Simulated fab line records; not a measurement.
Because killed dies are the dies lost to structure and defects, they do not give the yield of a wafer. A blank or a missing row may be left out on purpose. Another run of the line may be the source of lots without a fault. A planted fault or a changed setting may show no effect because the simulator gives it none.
Lot-split experiment || flow n5Finfet || on a route of 1938 steps: 4 lots, 21 wafers read

== THE SPLIT ITSELF ==
At N5_FIN_CUT_EXPOSE_05 (exposes mask FIN CUT), the setting doseMj was moved away from the recipe's 45.75 on 9 of the 21 wafers read, by -5.7% to +2.7%. For the rest of the wafers, this setting stayed at what the recipe calls for.

== FROM THE SPLIT TO THE READING: what the file shows between them, 2 steps ==
- N5_FIN_CUT_PEB_06: peb time 60 s
- N5_FIN_CUT_DEVELOP_07: develop time 30 s

== THE READING ==
cdNm at N5_FIN_CUT_CD_MEAS_08, given in nm (cd target 29.1 nm). On this fab line, fault-free wafers typically give 29.1 nm with a standard deviation of 0.31 nm.

{"wafer": "L079.1", "tool, chamber at the split": "euvScanner-01, 0", "doseMj as run": 46.98, "against the recipe": "+2.7%", "cdNm, nm": 29.0, "against lot-mates on the recipe": "+0.2"}
{"wafer": "L079.2", "tool, chamber at the split": "euvScanner-01, 0", "doseMj as run": 45.75, "against the recipe": "recipe", "cdNm, nm": 28.7, "against lot-mates on the recipe": "-"}
{"wafer": "L079.3", "tool, chamber at the split": "euvScanner-01, 0", "doseMj as run": 46.98, "against the recipe": "+2.7%", "cdNm, nm": 29.6, "against lot-mates on the recipe": "+0.8"}
{"wafer": "L079.4", "tool, chamber at the split": "euvScanner-01, 0", "doseMj as run": 46.98, "against the recipe": "+2.7%", "cdNm, nm": 29.2, "against lot-mates on the recipe": "+0.4"}
{"wafer": "L079.5", "tool, chamber at the split": "euvScanner-01, 0", "doseMj as run": 45.75, "against the recipe": "recipe", "cdNm, nm": 28.8, "against lot-mates on the recipe": "-"}
{"wafer": "L079.6", "tool, chamber at the split": "euvScanner-01, 0", "doseMj as run": 45.75, "against the recipe": "recipe", "cdNm, nm": 28.8, "against lot-mates on the recipe": "-"}
{"wafer": "L081.4", "tool, chamber at the split": "euvScanner-02, 0", "doseMj as run": 45.75, "against the recipe": "recipe", "cdNm, nm": 29.4, "against lot-mates on the recipe": "-"}
{"wafer": "L081.5", "tool, chamber at the split": "euvScanner-02, 0", "doseMj as run": 45.75, "against the recipe": "recipe", "cdNm, nm": 29.1, "against lot-mates on the recipe": "-"}
{"wafer": "L081.6", "tool, chamber at the split": "euvScanner-02, 0", "doseMj as run": 45.75, "against the recipe": "recipe", "cdNm, nm": 29.3, "against lot-mates on the recipe": "-"}
{"wafer": "L087.1", "tool, chamber at the split": "euvScanner-02, 0", "doseMj as run": 45.75, "against the recipe": "recipe", "cdNm, nm": 29.1, "against lot-mates on the recipe": "-"}
{"wafer": "L087.2", "tool, chamber at the split": "euvScanner-02, 0", "doseMj as run": 44.36, "against the recipe": "-3.0%", "cdNm, nm": 28.4, "against lot-mates on the recipe": -0.8}
{"wafer": "L087.3", "tool, chamber at the split": "euvScanner-02, 0", "doseMj as run": 44.36, "against the recipe": "-3.0%", "cdNm, nm": 28.5, "against lot-mates on the recipe": -0.7}
{"wafer": "L087.4", "tool, chamber at the split": "euvScanner-02, 0", "doseMj as run": 44.36, "against the recipe": "-3.0%", "cdNm, nm": 28.9, "against lot-mates on the recipe": -0.3}
{"wafer": "L087.5", "tool, chamber at the split": "euvScanner-02, 0", "doseMj as run": 45.75, "against the recipe": "recipe", "cdNm, nm": 29.2, "against lot-mates on the recipe": "-"}
{"wafer": "L087.6", "tool, chamber at the split": "euvScanner-02, 0", "doseMj as run": 45.75, "against the recipe": "recipe", "cdNm, nm": 29.3, "against lot-mates on the recipe": "-"}
{"wafer": "L089.1", "tool, chamber at the split": "euvScanner-02, 0", "doseMj as run": 45.75, "against the recipe": "recipe", "cdNm, nm": 28.9, "against lot-mates on the recipe": "-"}
{"wafer": "L089.2", "tool, chamber at the split": "euvScanner-02, 0", "doseMj as run": 45.75, "against the recipe": "recipe", "cdNm, nm": 28.8, "against lot-mates on the recipe": "-"}
{"wafer": "L089.3", "tool, chamber at the split": "euvScanner-02, 0", "doseMj as run": 45.75, "against the recipe": "recipe", "cdNm, nm": 28.7, "against lot-mates on the recipe": "-"}
{"wafer": "L089.4", "tool, chamber at the split": "euvScanner-02, 0", "doseMj as run": 43.16, "against the recipe": "-5.7%", "cdNm, nm": 28.0, "against lot-mates on the recipe": -0.8}
{"wafer": "L089.5", "tool, chamber at the split": "euvScanner-02, 0", "doseMj as run": 43.16, "against the recipe": "-5.7%", "cdNm, nm": 27.7, "against lot-mates on the recipe": -1.1}
{"wafer": "L089.6", "tool, chamber at the split": "euvScanner-02, 0", "doseMj as run": 43.16, "against the recipe": "-5.7%", "cdNm, nm": 27.7, "against lot-mates on the recipe": -1.1}

THE FIT
A straight line over all 21 wafers: cdNm changes by +0.176 nm for each +1% of doseMj; r = +0.86; the points scatter about the line by 0.27 nm.
The same after taking each lot's own level away (the mean of its wafers on the recipe; 21 wafers): +0.182 nm for each +1%; r = +0.95; scatter 0.16 nm.
According to that fit, moving doseMj by its largest amount changes the reading by 1 nm.
The span of the lots' own levels, 28.77 to 29.27 nm, comes to 1.6 times the standard deviation stated above.
Hence the lot-to-lot level has little effect on the slope; both slopes agree.
Check: for one of the wafers moved furthest among these (-5.7%), held out of the fit, the line's prediction against its lot-mates is -1.1 nm. Against them it came out at -0.8 nm.

== THE OTHER SPLITS THESE WAFERS WENT THROUGH ==
Before the reading, these wafers also passed through other splits. Each is held against what the fit with the lots' levels taken away leaves over:
{"other split on the same wafers": "N5_WELL_APT_COAT_02 spinRpm", "wafers away from the commonest value": 6, "r with cdNm (lot level and that fit taken away)": -0.27}
{"other split on the same wafers": "N5_FIN_SAQP_COAT_49 spinRpm", "wafers away from the commonest value": 6, "r with cdNm (lot level and that fit taken away)": -0.07}

== THE WHOLE CHAIN: every reading that the file lists as answering this split, in the file's order ==
{"step": "N5_FIN_CUT_CD_MEAS_08", "what it does": "target cd 29.1 nm", "reading": "cdNm", "change (the file's fit)": "+0.183 nm for each +1% of the setting", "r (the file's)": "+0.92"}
{"step": "N5_FIN_CUT_ETCH_30", "what it does": "etches underlayer in N2/H2, target depth 13 nm, time 10.4 s", "reading": "FIN_CUT.cdOffsetNm (the simulator's own value, which no gauge read)", "change (the file's fit)": "+0.196 nm for each +1% of the setting", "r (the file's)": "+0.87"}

== FILE'S OWN FIT ==
cdNm changes by +0.183 nm for each +1% of doseMj, r = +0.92.
